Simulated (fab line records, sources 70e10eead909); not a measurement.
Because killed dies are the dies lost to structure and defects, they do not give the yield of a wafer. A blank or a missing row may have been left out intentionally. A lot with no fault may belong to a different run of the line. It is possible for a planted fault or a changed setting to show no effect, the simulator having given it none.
Matching of chambers | flow nandHarc | NHARC_A_CHANNEL_FILL_D1_ALD_14 on aldHk-02 has 4 sister chambers
The step deposits SiO2, target thk 2.5 nm, pulse time 10 s, ald cycles 25. 16 wafers are shown with their chamber, then 8 later ones without.

## WAFERS PAIRED WITH THEIR CHAMBERS
wafer  | chamber | heaterPowerW (W) | precursorPulseHeightRel
L075.3 | 1       | 501              | 1.008
L075.4 | 3       | 438              | 1.014
L075.6 | 1       | 498              | 0.982
L077.1 | 3       | 437              | 0.990
L077.5 | 1       | 500              | 1.000
L077.6 | 0       | 486              | 1.015
L084.1 | 1       | 515              | 1.015
L084.2 | 0       | 491              | 0.959
L084.5 | 1       | 498              | 0.972
L087.1 | 0       | 486              | 0.998
L087.3 | 2       | 534              | 0.975
L087.4 | 3       | 443              | 0.973
L090.4 | 0       | 487              | 1.015
L090.5 | 2       | 531              | 0.980
L090.6 | 3       | 426              | 1.032
L094.4 | 1       | 481              | 1.018

SIGNATURES (means of the wafers above)
reading                 | chamber 0 | chamber 1 | chamber 2 | chamber 3 | scatter within a chamber
heaterPowerW            | 487.50    | 498.83    | 532.50    | 436.00    | 7.97
precursorPulseHeightRel | 0.99675   | 0.99917   | 0.97750   | 1.00225   | 0.0221
Rule: a wafer lies at a distance from a chamber equal to the root of the sum of squares, over the readings, of (its reading less the chamber's mean, divided by the reading's scatter). If the next closest chamber is less than 2 further off than the closest, the wafer can't be placed; otherwise it belongs to the closest. The scatter is the square root of a quotient: the sum, over the shown wafers, of each reading's squared deviation from its chamber's mean, divided by wafers minus chambers.

## WAFERS WITHOUT THEIR CHAMBER
wafer  | heaterPowerW (W) | precursorPulseHeightRel
L094.5 | 420              | 0.991
L094.6 | 545              | 0.973
L096.3 | 430              | 0.986
L096.4 | 473              | 0.984
L096.6 | 425              | 0.985
L097.1 | 476              | 0.999
L097.2 | 485              | 0.945
L097.4 | 422              | 1.020

## THE CHAMBER EACH PASSED THROUGH
wafer  | from the rows above     | in truth
L094.5 | 3                       | 3
L094.6 | 2                       | 2
L096.3 | 3                       | 3
L096.4 | can't be placed: 0 or 1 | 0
L096.6 | 3                       | 3
L097.1 | can't be placed: 0 or 1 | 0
L097.2 | can't be placed: 0 or 1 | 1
L097.4 | 3                       | 3
Placed correctly: 5 of 8. Cannot be placed on the basis of these rows: 3; the candidates contain the true chamber in 3. Number placed wrongly: 0.
